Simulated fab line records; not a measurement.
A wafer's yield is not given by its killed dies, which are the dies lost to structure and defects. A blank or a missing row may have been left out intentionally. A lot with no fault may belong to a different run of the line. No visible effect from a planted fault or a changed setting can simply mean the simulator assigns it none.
fab line records :: flow n5_finfet
[record]
  lots = 4
  wafers = 12
  last_day = 19
route steps=1938 shown BEOL_M11@1544 PASSIVATION@1936
lots with no fault: from the same line, run without faults
start_h: hours from the record's opening day to when the first of the lot's shown wafers began :: wait_h: hours elapsed since this lot's preceding step :: " the same as in the row above :: L1.1+2: one row covering several wafers at once :: - either no value or no given start :: * or withheld: withheld :: < > ~ a bound
route shown NAME@n: NAME is a module with steps in the file, n the number in the route of the first one :: usual: mean and standard deviation over wafers with no fault :: same: alike in all rows :: chamber/n: place in a boat :: sites: each site's reading :: _std_site: how widely they spread, as a standard deviation :: _edge_site: outer sites' mean less inner sites' :: radius_mm: how far each site lies from the wafer's centre :: mask NAME#n: copy n :: behind: the most recent tool/chamber to have shaped the wafer :: hold: why the lot went on hold/how many hours it stayed there/how the hold came to an end :: device: whichever transistor did not switch (one of n, p or np) :: end of line: the same wafers' tests at the end of the route :: a step given without rows: its recipe and nothing more :: killed: not the wafer's yield, but the dies lost to structure and defects at the first sort :: map: dies across one wafer; x = killed, . = not, _ = none there
set.NAME: setting as actually run; set.NAME@STEP: the setting as run at that earlier step :: model.NAME: the simulator's own value behind a step, which no gauge read
lots seen at some steps along the route; tables by step, rows by wafer
services: a tool's chamber out of use, with start hour (start_h, from the record's first day; less than 0 if before it), hours out, and reason
[[steps]]
[step N5_BEOL_M11_EBR_07]
[recipe]
  solvent = PGMEA
  ebr_width_mm = 1.5
[step N5_BEOL_M11_SOFTBAKE_06]
[recipe]
  temp_c = 110
  time_s = 60
  resist = CAR-ArF
[step N5_BEOL_M11_EXPOSE_08]
[recipe]
  mask_id = M11
  na = 1.35
  source_shape = dipole
  sigma_inner = 0.411
  sigma_outer = 0.611
  polarization = te
  dose_mj = 53.75
[step N5_BEOL_M11_PEB_09]
[recipe]
  peb_temp_c = withheld
  peb_time_s = 60
  resist = CAR-ArF
[step N5_BEOL_M11_DEVELOP_10]
[recipe]
  develop_time_s = 30
  developer = TMAH
  resist = CAR-ArF
  rinse_liquid = diw
  dry = air_spin
  dev_temp_c = 23
[step N5_BEOL_M11_DESCUM_16]
[recipe]
  chemistry = O2
  time_s = 7.9
  source_power_w = 50
  bias_power_w = 20
  pressure_mtorr = 20
  rf_frequency_hz = 2.712e+07
  temp_c = 40
  resist = CAR-ArF
  o2_flow_sccm = 225
[step N5_BEOL_M11_ETCH_61]
[recipe]
  chemistry = CF4
  target = SiARC
  target_depth_a = 390
  mask_material = CAR-ArF
  time_s = 65
  ion_energy_ev = 80
  pressure_mtorr = 40
  source_w = 545
  bias_w = 36
  Ar_flow_sccm = 100
  cf4_flow_sccm = 100
  ends = cleared
[step N5_BEOL_M11_ETCH_62]
[recipe]
  chemistry = N2/H2
  target = SOC
  target_depth_a = 1100
  overetch_a = 220
  mask_material = SiARC
  temp_c = 40
  time_s = 165
  ion_energy_ev = 200
  pressure_mtorr = 30
  source_w = 840
  bias_w = 150
  n2_flow_sccm = 200
  h2_flow_sccm = 200
[step N5_BEOL_M11_STRIP_68]
[recipe]
  chemistry = N2/H2
  temp_c = 40
  n2_flow_sccm = 200
  h2_flow_sccm = 200
  rf_frequency_hz = 6e+07
[step N5_BEOL_M11_STRIP_67]
[recipe]
  chemistry = CF4
  resist = SiARC
  power_w = 300
  bias_power_w = 75
  pressure_mtorr = 50
  cf4_flow_sccm = 150
  rf_frequency_hz = 6e+07
[usual]
  drypump_motor_current_A = 5.5/0.41
  oes_product_au = 0.79/0.08
  rf_vpp_V = 270.9/1.3
  showerhead_plenum_p_Torr = 1.79/0.046
  throttle_valve_pct = 13.56/0.26
lot.wafer: L412.2
tool: rie_diel-05
chamber: 0
start_h: 318.87
wait_h: 0.0
drypump_motor_current_A: 5.2
oes_product_au: 0.79
rf_hours_counter_h: 117
rf_vpp_V: 270.5
showerhead_plenum_p_Torr: 1.73
throttle_valve_pct: 13.33

lot.wafer: L412.3
tool: rie_diel-05
chamber: 2
start_h: 318.87
wait_h: 0.0
drypump_motor_current_A: 6.2
oes_product_au: 0.81
rf_hours_counter_h: 93
rf_vpp_V: 272.1
showerhead_plenum_p_Torr: 1.79
throttle_valve_pct: 13.22

lot.wafer: L412.6
tool: rie_diel-05
chamber: 0
start_h: 318.87
wait_h: 0.0
drypump_motor_current_A: 5.2
oes_product_au: 0.80
rf_hours_counter_h: -
rf_vpp_V: 269.7
showerhead_plenum_p_Torr: 1.73
throttle_valve_pct: 13.31

lot.wafer: L413.2
tool: rie_diel-05
chamber: 2
start_h: 321.68
wait_h: 0.0
drypump_motor_current_A: 6.2
oes_product_au: 0.80
rf_hours_counter_h: 94
rf_vpp_V: 270.9
showerhead_plenum_p_Torr: 1.79
throttle_valve_pct: 13.23

lot.wafer: L413.3
tool: rie_diel-05
chamber: 0
start_h: 321.68
wait_h: 0.0
drypump_motor_current_A: 5.2
oes_product_au: 0.80
rf_hours_counter_h: 119
rf_vpp_V: 269.6
showerhead_plenum_p_Torr: 1.73
throttle_valve_pct: 13.33

lot.wafer: L413.4
tool: rie_diel-05
chamber: 2
start_h: 321.68
wait_h: 0.0
drypump_motor_current_A: 6.2
oes_product_au: 0.80
rf_hours_counter_h: -
rf_vpp_V: 270.1
showerhead_plenum_p_Torr: 1.79
throttle_valve_pct: 13.20

lot.wafer: L422.1
tool: rie_diel-06
chamber: 3
start_h: 356.23
wait_h: 0.0
drypump_motor_current_A: 5.7
oes_product_au: 0.69
rf_hours_counter_h: 234
rf_vpp_V: 272.9
showerhead_plenum_p_Torr: 1.84
throttle_valve_pct: 13.91

lot.wafer: L422.4
tool: rie_diel-06
chamber: 3
start_h: 356.23
wait_h: 0.0
drypump_motor_current_A: 5.7
oes_product_au: 0.70
rf_hours_counter_h: -
rf_vpp_V: 272.1
showerhead_plenum_p_Torr: 1.84
throttle_valve_pct: 13.92

lot.wafer: L422.6
tool: rie_diel-06
chamber: 0
start_h: 356.23
wait_h: 0.0
drypump_motor_current_A: 5.1
oes_product_au: 0.75
rf_hours_counter_h: -
rf_vpp_V: 268.1
showerhead_plenum_p_Torr: 1.72
throttle_valve_pct: 13.84

lot.wafer: L425.2
tool: rie_diel-05
chamber: 0
start_h: 403.41
wait_h: 0.0
drypump_motor_current_A: 5.3
oes_product_au: 0.77
rf_hours_counter_h: 147
rf_vpp_V: 271.1
showerhead_plenum_p_Torr: 1.72
throttle_valve_pct: 13.39

lot.wafer: L425.3
tool: rie_diel-05
chamber: 3
start_h: 403.41
wait_h: 0.0
drypump_motor_current_A: 5.1
oes_product_au: 0.86
rf_hours_counter_h: 47
rf_vpp_V: 270.4
showerhead_plenum_p_Torr: 1.77
throttle_valve_pct: 13.56

lot.wafer: L425.4
tool: rie_diel-05
chamber: 1
start_h: 403.41
wait_h: 0.0
drypump_motor_current_A: 5.6
oes_product_au: 0.93
rf_hours_counter_h: 17
rf_vpp_V: 272.4
showerhead_plenum_p_Torr: 1.83
throttle_valve_pct: 13.24
[step N5_BEOL_M11_HM_OPEN_17]
[recipe]
  chemistry = Cl2/BCl3
  target_depth_a = 200
  overetch_a = 60
  target = TiN
  mask_material = SOC
  ion_energy_ev = 150
  pressure_mtorr = 10
  icp_w = 1000
  bias_w = 126
  Cl2_flow_sccm = 53.25
  bcl3_flow_sccm = 21.75
  Ar_flow_sccm = 25
[step N5_BEOL_M11_STRIP_19]
[recipe]
  chemistry = O2
  power_w = 400
  temp_c = 40
  pressure_mtorr = 30
  rf_frequency_hz = 6e+07
  bias_power_w = 0
  overash_fraction = 0.2
  o2_flow_sccm = 225
[step N5_BEOL_M11_COAT_63]
[recipe]
  resist = SOC
  temp_c = 250
  time_s = 60
  spin_rpm = 1500
  resist_thk_nm = 100
[step N5_BEOL_M11_COAT_64]
[recipe]
  resist = SiARC
  temp_c = 220
  time_s = 60
  spin_rpm = 1500
  resist_thk_nm = 30
[step N5_BEOL_M11_COAT_22]
[recipe]
  resist = CAR-ArF
  spin_rpm = 1500
  resist_thk_nm = 90
[step N5_BEOL_M11_EBR_24]
[recipe]
  solvent = PGMEA
  ebr_width_mm = 1.5
[step N5_BEOL_M11_SOFTBAKE_23]
[recipe]
  temp_c = 110
  time_s = 60
  resist = CAR-ArF
[step N5_BEOL_M11_EXPOSE_25]
[recipe]
  mask_id = V10
  na = 1.35
  source_shape = annular
  sigma_inner = 0.5
  sigma_outer = 0.8
  polarization = unpolarized
  dose_mj = 85.5
[step N5_BEOL_M11_PEB_26]
[recipe]
  peb_temp_c = withheld
  peb_time_s = 60
  resist = CAR-ArF
[step N5_BEOL_M11_DEVELOP_27]
[recipe]
  develop_time_s = 30
  developer = TMAH
  resist = CAR-ArF
  rinse_liquid = diw
  dry = air_spin
  dev_temp_c = 23
[step N5_BEOL_M11_INSPECT_30]
[recipe]
  mode = adi
  inspect_instrument = brightfield
[usual]
  raw_defect_count = 410/80
lot.wafer: L412.2
tool: defect_inspect-02
chamber: -
start_h: 319.93
wait_h: 0.0
raw_defect_count: 606

lot.wafer: L412.3
tool: defect_inspect-02
chamber: -
start_h: 319.93
wait_h: 0.0
raw_defect_count: 669

lot.wafer: L412.6
tool: defect_inspect-02
chamber: -
start_h: 319.93
wait_h: 0.0
raw_defect_count: 830

lot.wafer: L413.2
tool: defect_inspect-02
chamber: -
start_h: 322.32
wait_h: 0.0
raw_defect_count: 678

lot.wafer: L413.3
tool: defect_inspect-02
chamber: -
start_h: 322.32
wait_h: 0.0
raw_defect_count: 562

lot.wafer: L413.4
tool: defect_inspect-02
chamber: -
start_h: 322.32
wait_h: 0.0
raw_defect_count: 721

lot.wafer: L422.1
tool: defect_inspect-02
chamber: -
start_h: 360.35
wait_h: 0.0
raw_defect_count: 337

lot.wafer: L422.4
tool: defect_inspect-02
chamber: -
start_h: 360.35
wait_h: 0.0
raw_defect_count: 479

lot.wafer: L422.6
tool: defect_inspect-02
chamber: -
start_h: 360.35
wait_h: 0.0
raw_defect_count: 517

lot.wafer: L425.2
tool: defect_inspect-02
chamber: -
start_h: 405.65
wait_h: 0.0
raw_defect_count: 436

lot.wafer: L425.3
tool: defect_inspect-02
chamber: -
start_h: 405.65
wait_h: 0.0
raw_defect_count: 391

lot.wafer: L425.4
tool: defect_inspect-02
chamber: -
start_h: 405.65
wait_h: 0.0
raw_defect_count: 309
[step N5_BEOL_M11_DESCUM_33]
[recipe]
  chemistry = O2
  time_s = 7.9
  source_power_w = 50
  bias_power_w = 20
  pressure_mtorr = 20
  rf_frequency_hz = 2.712e+07
  temp_c = 40
  resist = CAR-ArF
  o2_flow_sccm = 225
[step N5_PASSIVATION_PROBE_49]
[usual]
  defect_limited_yield = 91.0/1.5
  killed_at_M0_to_M3 = 35/11
  killed_at_M4_up = 13/5
  killed_at_contacts = 12/5.9
  killed_at_front_end = 42/13
  killed_at_other = 3/3.2
  killed_dies = 106/18
  killed_open = 69/13
  killed_short = 35/8.9
  sort_bin_5_function = 5.2/0.95
  sort_bin_6_memory = 3.3/0.71
  sort_n_pass = 1074/18
  sort_yield_pct = 91.0/1.5
[same]
  gross_dies = 1180
  killed_at_back_side = 0
  sort_bin_4_leakage[%] = 0
  sort_bin_8_speed[%] = 0
lot.wafer: L412.2
tool: prober-02
chamber: -
start_h: 363.32
wait_h: 0.1
defect_limited_yield[%]: 83.7
killed_at_M0_to_M3: 53
killed_at_M4_up: 98
killed_at_contacts: 7
killed_at_front_end: 30
killed_at_other: 4
killed_dies: 192
killed_open: 63
killed_short: 34
sort_bin_5_function[%]: 9.9
sort_bin_6_memory[%]: 4.5
sort_n_pass: 988
sort_yield_pct[%]: 83.7

lot.wafer: L412.3
tool: prober-02
chamber: -
start_h: 363.37
wait_h: 0.1
defect_limited_yield[%]: 81.3
killed_at_M0_to_M3: 63
killed_at_M4_up: 119
killed_at_contacts: 5
killed_at_front_end: 30
killed_at_other: 4
killed_dies: 221
killed_open: 71
killed_short: 47
sort_bin_5_function[%]: 11.9
sort_bin_6_memory[%]: 4.7
sort_n_pass: 959
sort_yield_pct[%]: 81.3

lot.wafer: L412.6
tool: prober-02
chamber: -
start_h: 363.52
wait_h: 0.3
defect_limited_yield[%]: 84.2
killed_at_M0_to_M3: 41
killed_at_M4_up: 116
killed_at_contacts: 6
killed_at_front_end: 17
killed_at_other: 6
killed_dies: 186
killed_open: 51
killed_short: 39
sort_bin_5_function[%]: 10.8
sort_bin_6_memory[%]: 3.1
sort_n_pass: 994
sort_yield_pct[%]: 84.2

lot.wafer: L413.2
tool: prober-01
chamber: -
start_h: 366.89
wait_h: 0.1
defect_limited_yield[%]: 84.7
killed_at_M0_to_M3: 34
killed_at_M4_up: 106
killed_at_contacts: 2
killed_at_front_end: 34
killed_at_other: 5
killed_dies: 181
killed_open: 58
killed_short: 22
sort_bin_5_function[%]: 9.4
sort_bin_6_memory[%]: 4.6
sort_n_pass: 999
sort_yield_pct[%]: 84.7

lot.wafer: L413.3
tool: prober-01
chamber: -
start_h: 366.94
wait_h: 0.1
defect_limited_yield[%]: 82.0
killed_at_M0_to_M3: 41
killed_at_M4_up: 123
killed_at_contacts: 8
killed_at_front_end: 34
killed_at_other: 6
killed_dies: 212
killed_open: 80
killed_short: 30
sort_bin_5_function[%]: 12.0
sort_bin_6_memory[%]: 4.7
sort_n_pass: 968
sort_yield_pct[%]: 82.0

lot.wafer: L413.4
tool: prober-01
chamber: -
start_h: 366.99
wait_h: 0.2
defect_limited_yield[%]: 85.7
killed_at_M0_to_M3: 29
killed_at_M4_up: 106
killed_at_contacts: 3
killed_at_front_end: 26
killed_at_other: 5
killed_dies: 169
killed_open: 44
killed_short: 26
sort_bin_5_function[%]: 9.5
sort_bin_6_memory[%]: 3.8
sort_n_pass: 1011
sort_yield_pct[%]: 85.7
// killed by level:class
L412.2 BEOL_M11:unspecified=90 BEOL_M0_SAQP:geometric_particle:open=12 BEOL_M0_SAQP:geometric_particle:short=11 BEOL_M2:geometric_particle:short=9 DUMMY_GATE:geometric_particle:open=8 BEOL_M2:geometric_particle:open=6 BEOL_M3:geometric_particle:open=6 MOL_CONTACT_COAG:geometric_particle:open=5
L412.3 BEOL_M11:unspecified=102 BEOL_M0_SAQP:geometric_particle:short=16 BEOL_M3:geometric_particle:open=13 BEOL_M0_SAQP:geometric_particle:open=10 BEOL_M1:geometric_particle:open=10 GATE_CUT:geometric_particle:short=7 MOL_CONTACT_COAG:geometric_particle:open=5 ILD0:geometric_particle:open=5
L412.6 BEOL_M11:unspecified=96 BEOL_M0_SAQP:geometric_particle:short=12 BEOL_M2:geometric_particle:short=11 BEOL_M5:geometric_particle:open=8 MOL_CONTACT_COAG:geometric_particle:open=5 BEOL_M3:geometric_particle:open=5 FIN_SAQP:geometric_particle:open=4 BEOL_M0_SAQP:geometric_particle:open=4
L413.2 BEOL_M11:unspecified=101 BEOL_M0_SAQP:geometric_particle:open=11 BEOL_M2:geometric_particle:open=8 DUMMY_GATE:geometric_particle:short=7 DUMMY_GATE:geometric_particle:open=6 BEOL_M1:geometric_particle:open=5 FIN_SAQP:geometric_particle:open=4 STI_FIN_REVEAL:geometric_particle:open=4
L413.3 BEOL_M11:unspecified=101 BEOL_M4:geometric_particle:open=16 DUMMY_GATE:geometric_particle:open=11 BEOL_M0_SAQP:geometric_particle:open=10 MOL_CONTACT_COAG:geometric_particle:open=8 BEOL_M3:geometric_particle:open=8 BEOL_M0_SAQP:geometric_particle:short=7 BEOL_M2:geometric_particle:open=6
L413.4 BEOL_M11:unspecified=98 STI_FIN_REVEAL:geometric_particle:open=8 BEOL_M2:geometric_particle:open=8 BEOL_M3:geometric_particle:open=6 GATE_CUT:geometric_particle:short=5 BEOL_M1:geometric_particle:open=5 FIN_SAQP:geometric_particle:short=4 BEOL_M2:geometric_particle:short=3
// map L412.3 (x killed, . not)
_________________x....x...x..________________
______________x..x.....xx......._____________
___________.x......x.....xx........__________
__________.........................._________
________..x..........................._______
_______.....x....x...x....x.x.x...x..x.______
______.......x.......x...x.......x......_____
_____.......x....x....x..................____
____...x.x..x..x...x....................xx___
___...x...x.................x.........x..x.__
___...........x.....x......................__
__...x.x.................x.............x..x._
__.........x.....x......xx................x._
_.x.........................x........x.......
_.........x..............xx........x.....xx..
_.x..........................x....x........x.
_.....x.................x.x..............x...
_.x......xx.............x.x...x..............
_x.........................x......x...xx.....
_.......x........x...xx................x.....
_...x....x...x.....x..x.x.xxxx.x.............
__.................xxx.xxxxx.xx............._
__...........xx....x.xxxxxxxxxx..x.....xx..._
___.............xx.x.xxxxxxxxxxxx........x.__
___....x.x..........xxxxxxxxxxx...x..x.....__
____...x..........xxxxxxxxxxxxxx..........___
_____...x...x.........xxxxxxxxxxx........____
______................xxxxxxxxx..xxx.x.x_____
_______..............x.xxx..xxx........______
________.........x....x.xxx...x..x...._______
__________.....x...x........x.x.x..._________
___________..x.....x.x...........x.__________
______________......x.x.x....x.._____________
_________________............________________
// map L413.3 (x killed, . not)
_________________......x.....________________
______________.xx..........x...._____________
___________..........x...........x.__________
__________..............xx.x........_________
________.....x....x.x.x....x.........x_______
_______............x......x....x.......______
______...x...x........x..x.x...xxx......_____
_____..xxx......x.......x..xx..xxx.x...x.____
____...................x.xxxxxxxxx.x..x...___
___..x.....xx.........x.xxxxxxxxxx.x..x....__
___.......x..........x.x.xxxxxxxxxxx.......__
__x..........x.x.......x.xxxxxxxxxxx....x..._
__..............x.......xxxxxxxxxxxx.x......_
_...............x..x....x.xxxxxxx............
_..x...x............x..xxxxxxxxxxx...xx.x.x..
_...x......................xxxx...x..x.......
_............x.............x.x.x.............
_.....x........x...x...x...x..............x..
_........x.x........................x.....x..
_...............x..x.............x...........
_.....x.......x.................x...xxxxx....
__....x...x.x.x....x.............xx........._
__x.......x........xx.........x.....x......._
___.........x....x.........................__
___...........................x............__
____.....x..x..x......x.......xx........xx___
_____.......x.....................x......____
______............x....xx..............._____
_______..x.x..........x...............x______
________...x.........................._______
__________..x............x.....x...._________
___________...............xx.....x.__________
______________...........x......_____________
_________________...........x________________
[[services]]
tool: rie_diel-06
chamber: -
start_h: 295.07
hours: 0.1
kind: repair

tool: rie_diel-05
chamber: 3
start_h: 319.91
hours: 10.7
kind: repair

tool: rie_diel-05
chamber: 1
start_h: 330.59
hours: -
kind: clean

tool: rie_diel-05
chamber: 1
start_h: 330.59
hours: -
kind: consumable_replace:focus_ring

tool: rie_diel-05
chamber: 1
start_h: 330.59
hours: 19.4
kind: scheduled_down

tool: rie_diel-05
chamber: 1
start_h: 330.59
hours: 19.4
kind: vent_cycle

tool: rie_diel-05
chamber: -
start_h: 361.43
hours: 1.6
kind: repair
[[key]]
[first_sign]
  step = N5_BEOL_M11_INSPECT_30
  reading = raw_defect_count
  direction = up
  sigmas = 3.4
  usual = 410
  struck = 678
[effect]
  step = N5_PASSIVATION_PROBE_49
  reading = killed_at_M4_up
  direction = up
  sigmas = 20
  usual = 13
  struck = 111
[more_kills_born_at]
  N5_BEOL_M11_STRIP_67@rie_diel-05 = 588
met_at N5_BEOL_M11_STRIP_67
struck_wafers L412.2,L412.3,L412.6,L413.2,L413.3,L413.4
[fault]
  kind = chamber_particle_source
  tool = rie_diel-05
  chamber = -
  onset_h = 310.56
  steps = N5_BEOL_M11_STRIP_67
  rate_per_visit_cm2 = 0.40969
  end_h = 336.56
